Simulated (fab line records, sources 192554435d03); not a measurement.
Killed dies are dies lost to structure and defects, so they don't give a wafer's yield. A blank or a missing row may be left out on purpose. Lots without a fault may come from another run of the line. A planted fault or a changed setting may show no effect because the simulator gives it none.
One fault seen from 2 desks | flow n5_finfet | each desk has only its own numbers; what lay behind them comes last

THE TOOL OWNER'S DESK: cvd_co-01
The tool's own readings at N5_BEOL_M0_CVD_115 (deposits Co from CCTBA/H2, time 120 s): means of the sampled wafers that have a number, for each lot that ran on this tool. A lot is out of limits, marked OUT, if its mean lies more than 4 standard deviations from the usual mean; the brackets give that distance.
Columns: A = chamber_pressure_Torr at N5_BEOL_M0_CVD_115, usual 30.00 Torr; B = run_length_s at N5_BEOL_M0_CVD_115, usual 143.2 s
lot  | first seen here | A     | B
L520 | day 7 08:19     | 30.03 | 143.3
L521 | day 7 18:11     | 30.02 | 142.9
L522 | day 7 21:27     | 29.96 | 174.5 (+68) OUT
L524 | day 8 08:59     | 30.00 | 174.5 (+68) OUT
This desk's finding: out of limits on L522, L524; first on L522, day 7 21:27 (run_length_s at N5_BEOL_M0_CVD_115). In limits: L520, L521.

THE METROLOGY DESK
What the gauges read, lot by lot, whatever tool the lot ran on: means of the sampled wafers that have a number. A lot is out of limits, marked OUT, if its mean lies more than 4 standard deviations from the usual mean; the brackets give that distance. Of its 10 readings 7 are shown: those that lie furthest out on some lot.
Columns: A = DIBL_P at N5_BEOL_M4_RC_MEAS_101, usual 35.8 mV/V; B = IOFF_N at N5_BEOL_M4_RC_MEAS_101, usual 0.157 nA/um; C = IOFF_P at N5_BEOL_M4_RC_MEAS_101, usual 0.21 nA/um; D = ION_N at N5_BEOL_M4_RC_MEAS_101, usual 677 uA/um; E = ION_P at N5_BEOL_M4_RC_MEAS_101, usual 465 uA/um; F = SS_P at N5_BEOL_M4_RC_MEAS_101, usual 73.2 mV/dec; G = VT_P at N5_BEOL_M4_RC_MEAS_101, usual -250 mV
lot  | first seen here | A    | B     | C    | D   | E   | F    | G
L516 | day 9 19:17     | 35.5 | 0.178 | 0.22 | 684 | 464 | 73.7 | -249
L517 | day 10 01:29    | 32.6 | 0.125 | 0.17 | 677 | 465 | 72.7 | -253
L520 | day 11 00:16    | 34.6 | 0.137 | 0.17 | 668 | 452 | 72.9 | -253
L521 | day 11 03:11    | 35.3 | 0.139 | 0.22 | 671 | 465 | 73.0 | -249
L522 | day 11 04:52    | 36.0 | 0.170 | 0.26 | 680 | 477 | 73.1 | -244
L524 | day 12 09:45    | 34.9 | 0.146 | 0.19 | 668 | 458 | 72.5 | -251
L526 | day 12 11:02    | 38.8 | 0.192 | 0.26 | 701 | 479 | 74.1 | -249
L531 | day 13 19:41    | 35.8 | 0.140 | 0.21 | 671 | 463 | 73.5 | -248
L537 | day 15 06:53    | 37.9 | 0.178 | 0.24 | 691 | 473 | 73.6 | -249
This desk's finding: nothing out of limits on any of the 9 lots.

PUT TOGETHER
The tool owner's desk could have raised an alarm at day 7 21:27, on L522, L524.
The metrology desk saw nothing out of limits.
The metrology desk has L522, L524 on record, within its limits.
Of the lots named, all ran N5_BEOL_M0_CVD_115 on cvd_co-01.

WHAT THE SIMULATOR HAD PUT IN
Process parameter drift: cvd_co-01, from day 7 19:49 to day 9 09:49, at N5_BEOL_M0_CVD_115. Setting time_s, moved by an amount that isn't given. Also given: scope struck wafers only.
Lots struck among those shown: L522, L524.
Hours from the fault's start to each desk's first reading out of limits: the tool owner's desk, 2.
